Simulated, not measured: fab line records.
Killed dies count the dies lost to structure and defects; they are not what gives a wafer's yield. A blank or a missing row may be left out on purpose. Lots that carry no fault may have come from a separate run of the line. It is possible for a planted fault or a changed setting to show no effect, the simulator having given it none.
fab line records ; flow nand_harc
[record] lots = 13; wafers = 39; last_day = 25
route steps=1159 shown A_BLC@985 A_M0@999 END@1159
lots untouched by any fault: they come from a run of this same line in which no faults occurred
start_h: hours from the record's first day to the start of the lot's first wafer shown ; wait_h: hours from the lot's prior step to this one ; " the same as in the row above ; L1.1+2: one row covering several wafers at once ; - value missing, or start not given ; * or withheld: withheld ; < > ~ a bound
route shown NAME@n: NAME is a module with steps in the file, n the number in the route of the first one ; usual: average and standard deviation across the fault-free wafers ; same: alike in all rows ; chamber/n: place in a boat ; sites: per-site readings ; _std_site: the standard deviation of these ; _edge_site: mean of outer sites minus mean of inner sites ; radius_mm: for every site, how far away it sits from the centre of the wafer ; mask NAME#n: copy n ; behind: the most recent tool/chamber to have shaped the wafer ; hold: the reason the lot was held/the length of the hold in hours/how it ended ; device: transistor that didn't switch, given as n, p or np ; end of line: the route-end tests of the same wafers ; a step given without rows: its recipe and nothing more ; killed: count of dies lost to structure and defects at first sort (not the wafer's yield) ; map: the dies of a wafer, with x for killed, . for not killed, _ for no die there
set.NAME: setting as actually run; set.NAME@STEP: the setting as run at that earlier step ; model.NAME: the simulator's own value behind a step, which no gauge read
steps of the route over a sample of lots; a table a step, a row a wafer
services: a tool's chamber out of use, with start hour (start_h, from the record's first day; less than 0 if before it), hours out, and reason
[[steps]]
[step NHARC_A_BLC_DEGAS_30]
[recipe] temp_c = 300; time_s = 60
[usual] heater_power_w = 467/50
lot.wafer;tool;chamber;start_h;wait_h;heater_power_w
L184.3;pvd_sputter-03;-;394.15;-;481
L184.2;pvd_sputter-03;-;394.15;-;441
L184.4;pvd_sputter-03;-;394.15;-;443
L185.1;pvd_sputter-01;-;403.53;-;517
L185.3;pvd_sputter-01;-;403.53;-;358
L185.4;pvd_sputter-01;-;403.53;-;498
L187.3;pvd_sputter-01;-;404.31;-;364
L187.1;pvd_sputter-01;-;404.31;-;470
L187.5;pvd_sputter-01;-;404.31;-;368
L186.3;pvd_sputter-02;-;407.67;-;550
L186.1;pvd_sputter-02;-;407.67;-;414
L186.6;pvd_sputter-02;-;407.67;-;444
L189.4;pvd_sputter-01;-;409.27;-;510
L189.1;pvd_sputter-01;-;409.27;-;525
L189.5;pvd_sputter-01;-;409.27;-;500
L188.2;pvd_sputter-01;-;413.78;-;359
L188.5;pvd_sputter-01;-;413.78;-;515
L188.6;pvd_sputter-01;-;413.78;-;511
L190.2;pvd_sputter-01;-;419.18;-;505
L190.5;pvd_sputter-01;-;419.18;-;503
L190.6;pvd_sputter-01;-;419.18;-;514
L192.2;pvd_sputter-02;-;442.54;-;565
L192.1;pvd_sputter-02;-;442.54;-;413
L192.6;pvd_sputter-02;-;442.54;-;550
L191.2;pvd_sputter-01;-;442.79;-;507
L191.5;pvd_sputter-01;-;442.79;-;363
L191.6;pvd_sputter-01;-;442.79;-;512
L193.3;pvd_sputter-02;-;454.28;-;558
L193.4;pvd_sputter-02;-;454.28;-;460
L193.5;pvd_sputter-02;-;454.28;-;479
L195.2;pvd_sputter-01;-;459.48;-;361
L195.3;pvd_sputter-01;-;459.48;-;520
L195.4;pvd_sputter-01;-;459.48;-;458
L197.2;pvd_sputter-03;-;473.41;-;509
L197.3;pvd_sputter-03;-;473.41;-;451
L197.4;pvd_sputter-03;-;473.41;-;449
L203.4;pvd_sputter-02;-;533.78;-;464
L203.2;pvd_sputter-02;-;533.78;-;546
L203.5;pvd_sputter-02;-;533.78;-;401
[step NHARC_A_BLC_ALD_23]
[recipe] target_thk_a = 30; pulse_time_s = 1; ald_cycles = 150; temp_c = 450; material = TiN
[usual] heater_power_w = 1078/120; precursor_pulse_height_rel = 1.000/0.021
lot.wafer;tool;chamber;start_h;wait_h;heater_power_w;precursor_pulse_height_rel
L184.2;ald_metal-02;1;394.39;-;1190;1.004
L184.4;ald_metal-02;2;394.39;-;914;0.987
L184.3;ald_metal-02;0;394.39;-;1076;0.998
L185.3;ald_metal-04;1;403.80;-;1265;1.016
L185.4;ald_metal-04;2;403.80;-;1152;1.048
L185.1;ald_metal-04;3;403.80;-;1271;0.988
L187.1;ald_metal-03;3;404.57;-;1159;0.971
L187.3;ald_metal-03;1;404.57;-;918;0.992
L187.5;ald_metal-03;3;404.57;-;1184;0.997
L186.3;ald_metal-02;0;407.91;-;1079;0.989
L186.1;ald_metal-02;2;407.91;-;931;1.010
L186.6;ald_metal-02;0;407.91;-;1078;0.988
L189.4;ald_metal-03;3;409.52;-;1185;1.016
L189.1;ald_metal-03;2;409.52;-;1057;1.034
L189.5;ald_metal-03;0;409.52;-;1164;0.997
L188.2;ald_metal-03;1;414.02;-;936;1.020
L188.5;ald_metal-03;0;414.02;-;1187;0.996
L188.6;ald_metal-03;1;414.02;-;941;1.005
L190.2;ald_metal-02;2;419.42;-;912;1.008
L190.5;ald_metal-02;2;419.42;-;923;1.028
L190.6;ald_metal-02;3;419.42;-;928;1.021
L192.1;ald_metal-02;1;442.80;-;1174;0.987
L192.2;ald_metal-02;3;442.80;-;901;0.965
L192.6;ald_metal-02;0;442.80;-;1063;1.038
L191.2;ald_metal-03;2;443.05;-;1051;0.986
L191.6;ald_metal-03;0;443.05;-;1202;1.014
L191.5;ald_metal-03;1;443.05;-;937;1.060
L193.4;ald_metal-03;1;454.52;-;917;1.001
L193.3;ald_metal-03;0;454.52;-;1230;1.006
L193.5;ald_metal-03;1;454.52;-;976;1.012
L195.4;ald_metal-02;0;459.74;-;1081;1.008
L195.2;ald_metal-02;1;459.74;-;1187;1.009
L195.3;ald_metal-02;2;459.74;-;927;1.011
L197.3;ald_metal-02;2;473.66;-;932;0.971
L197.4;ald_metal-02;3;473.66;-;926;1.023
L197.2;ald_metal-02;0;473.66;-;1065;1.041
L203.2;ald_metal-02;2;534.09;-;923;1.020
L203.4;ald_metal-02;3;534.09;-;939;1.015
L203.5;ald_metal-02;1;534.09;-;1185;0.987
[step NHARC_A_M0_SOFTBAKE_04]
[recipe] temp_c = 105; time_s = 55
[usual] heater_power_total_W = 188.45/0.14
lot.wafer;tool;chamber;start_h;wait_h;heater_power_total_W
L184.2;litho_track-04;0;400;-;188.45
L184.3;litho_track-04;0;400;-;188.72
L184.4;litho_track-04;0;400;-;188.42
L185.1;litho_track-04;0;405;-;188.40
L185.3;litho_track-04;0;405;-;188.28
L185.4;litho_track-04;0;405;-;188.32
L187.1;litho_track-04;0;406;-;188.46
L187.3;litho_track-04;0;406;-;188.76
L187.5;litho_track-04;0;406;-;188.45
L186.1;litho_track-06;0;409;-;188.39
L186.3;litho_track-06;0;409;-;188.71
L186.6;litho_track-06;0;409;-;188.34
L189.1;litho_track-01;0;411;-;188.29
L189.4;litho_track-01;0;411;-;188.48
L189.5;litho_track-01;0;411;-;188.30
L188.2;litho_track-06;0;417;-;188.67
L188.5;litho_track-06;0;417;-;188.34
L188.6;litho_track-06;0;417;-;188.39
L190.2;litho_track-01;0;428;-;188.50
L190.5;litho_track-01;0;428;-;188.34
L190.6;litho_track-01;0;428;-;188.28
L192.1;litho_track-06;0;447;-;188.32
L192.2;litho_track-06;0;447;-;188.31
L192.6;litho_track-06;0;447;-;188.43
L191.2;litho_track-04;0;448;-;188.37
L191.5;litho_track-04;0;448;-;188.49
L191.6;litho_track-04;0;448;-;188.40
L193.3;litho_track-04;0;458;-;188.60
L193.4;litho_track-04;0;458;-;188.35
L193.5;litho_track-04;0;458;-;188.28
L195.2;litho_track-01;0;465;-;188.45
L195.3;litho_track-01;0;465;-;188.63
L195.4;litho_track-01;0;465;-;188.39
L197.2;litho_track-04;0;477;-;188.30
L197.3;litho_track-04;0;477;-;188.29
L197.4;litho_track-04;0;477;-;188.28
L203.2;litho_track-04;0;538;-;188.77
L203.4;litho_track-04;0;538;-;188.53
L203.5;litho_track-04;0;538;-;323.01
[step NHARC_A_M0_OVL_MEAS_10]
[recipe] pitch_nm = 160
[usual] overlay_x_nm = 0.0/0.9; overlay_y_nm = 0.2/1
lot.wafer;tool;chamber;start_h;wait_h;overlay_x_nm;overlay_y_nm
L184.2;overlay-01;-;400.83;-;-0.4;1.1
L184.3;overlay-01;-;400.83;-;0.0;0.5
L184.4;overlay-01;-;400.83;-;0.2;1.3
L185.1;overlay-01;-;405.98;-;-0.4;0.6
L185.3;overlay-01;-;405.98;-;0.0;0.2
L185.4;overlay-01;-;405.98;-;-0.1;-0.1
L187.1;overlay-01;-;406.56;-;-0.5;1.0
L187.3;overlay-01;-;406.56;-;-0.4;1.9
L187.5;overlay-01;-;406.56;-;-0.6;1.4
L186.1;overlay-01;-;409.93;-;-1.6;0.6
L186.3;overlay-01;-;409.93;-;-1.7;0.8
L186.6;overlay-01;-;409.93;-;-1.4;0.8
L189.1;overlay-02;-;411.70;-;-0.6;1.5
L189.4;overlay-02;-;411.70;-;-1.6;1.4
L189.5;overlay-02;-;411.70;-;-1.1;1.4
L188.2;overlay-01;-;418.03;-;0.6;-0.4
L188.5;overlay-01;-;418.03;-;1.0;-0.5
L188.6;overlay-01;-;418.03;-;1.0;-0.3
L190.2;overlay-02;-;429.25;-;0.0;0.9
L190.5;overlay-02;-;429.25;-;0.0;0.3
L190.6;overlay-02;-;429.25;-;-0.2;0.1
L192.1;overlay-02;-;448.48;-;0.4;1.6
L192.2;overlay-02;-;448.48;-;0.4;1.5
L192.6;overlay-02;-;448.48;-;0.1;1.4
L191.2;overlay-01;-;448.90;-;0.9;-2.4
L191.5;overlay-01;-;448.90;-;0.5;-2.1
L191.6;overlay-01;-;448.90;-;1.2;-2.3
L193.3;overlay-01;-;458.59;-;-0.3;1.1
L193.4;overlay-01;-;458.59;-;0.1;1.6
L193.5;overlay-01;-;458.59;-;0.1;1.5
L195.2;overlay-02;-;465.54;-;0.3;0.4
L195.3;overlay-02;-;465.54;-;0.7;0.6
L195.4;overlay-02;-;465.54;-;0.2;0.2
L197.2;overlay-01;-;477.98;-;1.1;-0.3
L197.3;overlay-01;-;477.98;-;1.1;-0.2
L197.4;overlay-01;-;477.98;-;1.4;-0.2
L203.2;overlay-02;-;539.02;-;-0.9;-0.5
L203.4;overlay-02;-;539.02;-;-1.6;-0.7
L203.5;overlay-02;-;539.02;-;-0.8;-0.8
[step NHARC_END_SORT_01]
[recipe] temp_c = 25
[usual] defect_limited_yield = 95.4/1.8; killed_at_array = 28/11; killed_at_other = 0.7/0.88; killed_at_periphery = 3.1/2.2; killed_dies = 31/12; killed_open = 3.3/2; killed_short = 2.0/1.6; sort_bin_2_pct = 1.5/0.73; sort_bin_3_pct = 0.27/0.22; sort_bin_4_pct = 2.9/1.1; sort_n_pass = 646/12; sort_rim_yield_pct = 93/3.9; sort_yield_pct = 95.4/1.8
[same] gross_dies = 677; sort_bin_5_pct[%] = 0; sort_bin_6_pct[%] = 0; sort_bin_7_pct[%] = 0; sort_bin_8_pct[%] = 0; sort_rim_n_gross = 106.00
lot.wafer;tool;chamber;start_h;wait_h;defect_limited_yield[%];killed_at_array;killed_at_other;killed_at_periphery;killed_dies;killed_open;killed_short;sort_bin_2_pct[%];sort_bin_3_pct[%];sort_bin_4_pct[%];sort_n_pass;sort_rim_yield_pct[%];sort_yield_pct[%]
L184.2;prober-02;0;444.26;2.8;94.2;33;3;3;39;3;3;0.7;0.44;4.6;638;90;94.2
L184.3;prober-02;0;445.07;3.1;96.0;23;2;2;27;4;1;0.9;0.44;2.7;650;92;96.0
L184.4;prober-02;0;445.88;3.4;96.8;16;2;4;22;1;0;1.0;0.44;1.8;655;94;96.8
L186.1;prober-01;0;459.20;2.5;95.9;22;0;6;28;3;3;1.8;0.15;2.2;649;93;95.9
L186.3;prober-01;0;460.77;3.1;96.8;19;0;3;22;0;1;1.3;0.15;1.8;655;94;96.8
L186.6;prober-01;0;463.14;3.9;96.6;21;1;1;23;1;1;1.6;0.30;1.5;654;93;96.6
L203.2;prober-01;0;586.52;2.8;96.2;24;0;2;26;1;4;2.2;0.30;1.3;651;93;96.2
L203.4;prober-01;0;588.14;3.4;95.4;30;0;1;31;5;1;1.3;0.59;2.7;646;91;95.4
L203.5;prober-01;0;588.96;3.7;94.7;30;0;6;36;9;0;1.8;0.44;3.1;641;90;94.7
// killed by level:class
L184.2 A_CHANNEL_HOLE_D1:chamber_film_flake=12 A_SLIT:chamber_film_flake=7 A_STAIRCASE:chamber_film_flake=6 A_CONTACT:chamber_film_flake=2 THIN_TSV:chamber_film_flake=2 P_M1:geometric_particle:short=1 A_ONON_D1:geometric_particle:open=1 A_CHANNEL_HOLE_D1:geometric_particle:short=1
L184.3 A_CHANNEL_HOLE_D1:chamber_film_flake=9 A_SLIT:chamber_film_flake=5 A_CONTACT:chamber_film_flake=4 A_CONTACT:geometric_particle:open=2 THIN_TSV:chamber_film_flake=2 P_CONTACT:geometric_particle:open=1 P_M0:geometric_particle:short=1 A_SOURCE_PLATE:geometric_particle:open=1
L184.4 A_CHANNEL_HOLE_D1:chamber_film_flake=7 A_SLIT:chamber_film_flake=4 A_CONTACT:chamber_film_flake=3 P_GATE:chamber_film_flake=2 A_STAIRCASE:chamber_film_flake=2 THIN_TSV:chamber_film_flake=2 P_M0:geometric_particle:open=1 P_STI:chamber_film_flake=1
L186.1 A_CHANNEL_HOLE_D1:chamber_film_flake=10 A_WL_FILL:geometric_particle:open=2 P_STI:chamber_film_flake=2 P_GATE:chamber_film_flake=2 A_WL_FILL:chamber_film_flake=2 A_CONTACT:chamber_film_flake=2 A_CHANNEL_FILL_D1:geometric_particle:short=1 A_WL_FILL:geometric_particle:short=1
L186.3 A_CHANNEL_HOLE_D1:chamber_film_flake=14 P_ZERO_WELL:chamber_film_flake=3 A_CONTACT:chamber_film_flake=3 A_CHANNEL_FILL_D1:geometric_particle:short=1 A_BLC:chamber_film_flake=1
L186.6 A_CHANNEL_HOLE_D1:chamber_film_flake=9 A_CONTACT:chamber_film_flake=4 A_WL_FILL:chamber_film_flake=2 A_SOURCE_PLATE:geometric_particle:open=1 A_ONON_D1:geometric_particle:short=1 P_STI:chamber_film_flake=1 A_CHANNEL_FILL_D1:chamber_film_flake=1 A_STAIRCASE:chamber_film_flake=1
L203.2 A_CHANNEL_HOLE_D1:chamber_film_flake=15 A_CHANNEL_FILL_D1:geometric_particle:short=2 A_STAIRCASE:chamber_film_flake=2 A_CONTACT:chamber_film_flake=2 P_M0:geometric_particle:short=1 P_M1:geometric_particle:short=1 A_CONTACT:geometric_particle:open=1 A_CHANNEL_FILL_D1:chamber_film_flake=1
L203.4 A_CHANNEL_HOLE_D1:chamber_film_flake=17 A_CONTACT:chamber_film_flake=4 A_STAIRCASE:chamber_film_flake=2 A_CHANNEL_FILL_D1:geometric_particle:open=1 A_SGD_CUT:geometric_particle:open=1 A_WL_FILL:geometric_particle:short=1 A_CONTACT:geometric_particle:open=1 A_BLC:geometric_particle:open=1
L203.5 A_CHANNEL_HOLE_D1:chamber_film_flake=15 A_CONTACT:chamber_film_flake=5 A_WL_FILL:chamber_film_flake=4 A_CONTACT:geometric_particle:open=3 P_CONTACT:geometric_particle:open=2 A_M0:geometric_particle:open=2 P_CONTACT:chamber_film_flake=2 P_M0:geometric_particle:open=1
[[services]]
tool;chamber;start_h;hours;kind
ald_metal-04;-;374.14;1.5;repair
ald_metal-02;0;374.82;-;clean
ald_metal-02;1;374.82;-;clean
pvd_sputter-01;-;380.41;2.9;repair
ald_metal-04;-;387.57;6.2;repair
pvd_sputter-02;-;392.00;10.0;pm
pvd_sputter-03;-;392.28;1.3;repair
ald_metal-04;-;406.00;10.0;pm
pvd_sputter-02;-;411.50;4.1;repair
ald_metal-03;0;421.64;4.9;repair
ald_metal-02;-;429.70;1.8;repair
ald_metal-03;-;435.17;1.0;repair
ald_metal-04;3;440.69;9.7;repair
litho_track-01;-;443.00;7.0;pm
pvd_sputter-03;-;458.04;10.0;pm
litho_track-06;-;467.00;7.0;pm
pvd_sputter-01;-;473.36;1.2;repair
pvd_sputter-03;-;476.42;1.3;repair
pvd_sputter-02;-;481.35;2.7;repair
litho_track-04;-;491.00;7.0;pm
ald_metal-03;-;500.00;10.0;pm
pvd_sputter-01;-;514.01;10.0;pm
ald_metal-03;-;520.09;1.3;repair
pvd_sputter-01;-;527.49;1.4;repair
[[key]]
[first_sign] step = NHARC_A_M0_SOFTBAKE_04; reading = heater_power_total_W; direction = up; sigmas = 99+; usual = *; struck = *
effect none on later readings
met_at NHARC_A_M0_SOFTBAKE_04
struck_lots L203
struck_wafers L203.5
not_acting_at NHARC_A_BLC_DEGAS_30,NHARC_A_BLC_ALD_23,NHARC_A_M0_OVL_MEAS_10
onset_between 477 538
[fault] kind = process_parameter_drift; tool = litho_track-04; chamber = -; onset_h = 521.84; steps = NHARC_A_M0_SOFTBAKE_04; channel = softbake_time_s; offset = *; shape = step; end_h = 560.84; scope = struck_wafers_only; acts_in = *; stated = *
